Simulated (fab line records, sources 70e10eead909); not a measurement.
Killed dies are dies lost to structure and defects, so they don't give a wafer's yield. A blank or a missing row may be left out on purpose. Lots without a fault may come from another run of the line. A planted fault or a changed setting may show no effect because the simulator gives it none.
Tool commonality check | flow nand_harc | 6 lots, 18 wafers sampled

WHY IT WAS OPENED
At NHARC_END_SORT_01 the reading killed_at_array is flagged on 2 of 6 lots. Wafers without a fault read 59, standard deviation 17.
Rule: a lot is flagged when every wafer of it that has a number lies more than 4 standard deviations from that mean, or none has a number. The other lots count as sound.

lot  | measured     | on        | killed_at_array, wafer by wafer | flag
L675 | day 28 04:59 | prober-02 | 673 671 673                     | FLAGGED
L677 | day 29 12:18 | prober-01 | 673 673 677                     | FLAGGED
L678 | day 29 19:17 | prober-01 | 71 62 55                        |
L679 | day 29 20:34 | prober-02 | 70 79 71                        |
L686 | day 33 16:14 | prober-02 | 37 31 33                        |
L688 | day 33 23:11 | prober-01 | 29 32 35                        |
The numbers of the flagged lots are 673 on average: +614 against the usual, or +36 standard deviations.

WHICH TOOL RAN EACH LOT
The record holds 4 process steps before the reading, out of a route of 1302 steps. In each cell: the tool, then ch and the chambers that the sampled wafers went through, then the start.
lot  | flag    | NHARC_A_STAIRCASE_ETCH_27                     | NHARC_A_STAIRCASE_STRIP_175          | NHARC_A_STAIRCASE_DESCUM_186       | NHARC_A_STAIRCASE_ETCH_188
L675 | FLAGGED | rie_diel-06 ch 0,1,3, day 19 18:25 or earlier | plasma_asher-02 ch 0,1, day 19 18:25 | rie_diel-06 ch 1,2, day 19 19:53   | rie_diel-06 ch 0,1,2, day 19 20:08
L677 | FLAGGED | rie_diel-01 ch 0,1,2, day 20 06:38 or earlier | plasma_asher-01 ch 0,1, day 20 06:38 | rie_diel-06 ch 0,3, day 20 08:03   | rie_diel-06 ch 0,2,3, day 20 08:18
L678 |         | rie_diel-09 ch 0,1,2, day 20 20:41 or earlier | plasma_asher-02 ch 0,1, day 20 20:41 | rie_diel-06 ch 2,3, day 20 22:12   | rie_diel-06 ch 1,2, day 20 22:27
L679 |         | rie_diel-06 ch 0,1,2, day 20 20:37 or earlier | plasma_asher-01 ch 0,1, day 20 20:37 | rie_diel-01 ch 0,2,3, day 20 21:58 | rie_diel-01 ch 0,1,3, day 20 22:13
L686 |         | rie_diel-01 ch 0,1,2, day 24 18:01 or earlier | plasma_asher-01 ch 0,1, day 24 18:01 | rie_diel-06 ch 0,2,3, day 24 19:30 | rie_diel-06 ch 0,1,3, day 24 19:44
L688 |         | rie_diel-01 ch 0,1,2, day 24 23:48 or earlier | plasma_asher-01 ch 0,1, day 24 23:48 | rie_diel-06 ch 0,1,2, day 25 01:13 | rie_diel-06 ch 2,3, day 25 01:27
What these steps do:
- NHARC_A_STAIRCASE_ETCH_27: etches the open film in C4F8/O2, target depth 100 nm, time 40.5 s.
- NHARC_A_STAIRCASE_STRIP_175: strips in O2.
- NHARC_A_STAIRCASE_DESCUM_186: chemistry O2, time 3 s.
- NHARC_A_STAIRCASE_ETCH_188: etches the open film in C4F8/O2, target depth 100 nm, time 40.5 s.
- NHARC_END_SORT_01

FLAGGED OVER TOTAL, TOOL BY TOOL (the gauges that took the reading come last)
step                         | tool            | lots run | flagged | share of the flagged lots | sound lots run after its first flagged lot
NHARC_A_STAIRCASE_ETCH_27    | rie_diel-01     | 3        | 1       | some                      | 2 (L686,L688)
NHARC_A_STAIRCASE_ETCH_27    | rie_diel-06     | 2        | 1       | some                      | 1 (L679)
NHARC_A_STAIRCASE_ETCH_27    | rie_diel-09     | 1        | 0       | none                      | -
NHARC_A_STAIRCASE_STRIP_175  | plasma_asher-01 | 4        | 1       | some                      | 3 (L679,L686,L688)
NHARC_A_STAIRCASE_STRIP_175  | plasma_asher-02 | 2        | 1       | some                      | 1 (L678)
NHARC_A_STAIRCASE_DESCUM_186 | rie_diel-01     | 1        | 0       | none                      | -
NHARC_A_STAIRCASE_DESCUM_186 | rie_diel-06     | 5        | 2       | all                       | 3 (L678,L686,L688)
NHARC_A_STAIRCASE_ETCH_188   | rie_diel-01     | 1        | 0       | none                      | -
NHARC_A_STAIRCASE_ETCH_188   | rie_diel-06     | 5        | 2       | all                       | 3 (L678,L686,L688)
NHARC_END_SORT_01            | prober-01       | 3        | 1       | some                      | 2 (L678,L688)
NHARC_END_SORT_01            | prober-02       | 3        | 1       | some                      | 2 (L679,L686)
NHARC_A_STAIRCASE_ETCH_27 gives no start for some lots, so the hours and the order of its lots are those of NHARC_A_STAIRCASE_STRIP_175.

WHAT THE TABLE ALLOWS
2 rows of the table ran every flagged lot: rie_diel-06 at NHARC_A_STAIRCASE_DESCUM_186, rie_diel-06 at NHARC_A_STAIRCASE_ETCH_188.
- rie_diel-06 at NHARC_A_STAIRCASE_DESCUM_186: 2 of its 5 lots flagged. Sound lots ran on it after the first flagged one (L678, L686, L688), which a lasting fault on the whole tool wouldn't allow.
- rie_diel-06 at NHARC_A_STAIRCASE_ETCH_188: 2 of its 5 lots flagged. Sound lots ran on it after the first flagged one (L678, L686, L688), which a lasting fault on the whole tool wouldn't allow. On the flagged lots its readings are blank where sound lots have values: bias_w, chamber_pressure_mTorr, oes_product_au, rf_vpp_V.
No row of the table ran every flagged lot and no sound lot after the first.

WHAT THE SIMULATOR HAD PUT IN
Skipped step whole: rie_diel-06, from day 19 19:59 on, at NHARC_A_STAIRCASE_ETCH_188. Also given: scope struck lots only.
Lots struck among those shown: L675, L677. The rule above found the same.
